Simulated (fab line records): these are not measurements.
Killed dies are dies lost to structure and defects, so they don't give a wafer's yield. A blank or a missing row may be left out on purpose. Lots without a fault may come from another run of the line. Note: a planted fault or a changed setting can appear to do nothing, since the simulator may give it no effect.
Matching of chambers	flow n5-finfet	N5_BEOL_M0_SAQP_PECVD_00 on pecvd-02: 3 sister chambers
The step deposits SiCN from 3MS/NH3, target thk 8 nm, time 14 s. 22 wafers are shown with their chamber, then 11 later ones without.

## WAFERS PAIRED WITH THEIR CHAMBERS
wafer	chamber	throttle-valve-pct (%)	showerhead-plenum-p-Torr (Torr)
L074.1	2	8.6	3.681
L074.3	0	9.1	3.672
L074.5	1	9.8	3.694
L080.1	0	9.4	3.665
L080.2	2	8.9	3.671
L080.6	1	9.7	3.689
L082.2	1	9.9	3.683
L082.4	1	10.0	3.687
L082.6	0	9.2	3.663
L084.1	1	9.9	3.683
L084.3	2	9.2	3.680
L084.4	2	8.9	3.675
L085.3	0	9.1	3.675
L085.5	1	9.8	3.682
L085.6	0	9.1	3.673
L086.1	2	9.0	3.681
L086.2	0	9.0	3.665
L086.5	2	8.7	3.671
L088.2	2	8.8	3.681
L088.3	1	9.7	3.685
L088.5	1	9.7	3.690
L089.2	0	9.3	3.664

SIGNATURES, as means of the wafers listed above
reading	chamber 0	chamber 1	chamber 2	scatter within a chamber
throttle-valve-pct	9.171	9.812	8.871	0.152
showerhead-plenum-p-Torr	3.66814	3.68662	3.67714	0.00461
Rule: for each reading, subtract the chamber's mean from the wafer's reading, divide by that reading's scatter and square the result; add these up over the readings and take the root, which gives the wafer's distance from the chamber. The wafer belongs to the nearest chamber; if the next one is less than 2 further off, it can't be placed. How the scatter is found: for the shown wafers, subtract from each reading the mean of its chamber, square and add these, divide the total by (wafers less chambers), then take the root.

## WAFERS WITHOUT THEIR CHAMBER
wafer	throttle-valve-pct (%)	showerhead-plenum-p-Torr (Torr)
L089.4	9.2	3.667
L089.6	9.0	3.670
L090.1	9.9	3.689
L090.5	8.7	3.680
L090.6	10.1	3.680
L093.3	8.9	3.676
L093.4	9.1	3.664
L093.5	8.8	3.674
L094.4	9.9	3.688
L094.5	8.9	3.674
L094.6	9.2	3.669

## CHAMBER TAKEN BY EACH
wafer	from the rows above	in truth
L089.4	0	0
L089.6	can't be placed: 0 or 2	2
L090.1	1	1
L090.5	2	2
L090.6	1	1
L093.3	2	2
L093.4	0	0
L093.5	can't be placed: 2 or 0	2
L094.4	1	1
L094.5	can't be placed: 2 or 0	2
L094.6	0	0
8 of 11 placed correctly. Cannot be placed on the basis of these rows: 3; the candidates contain the true chamber in 3. Number placed wrongly: 0.
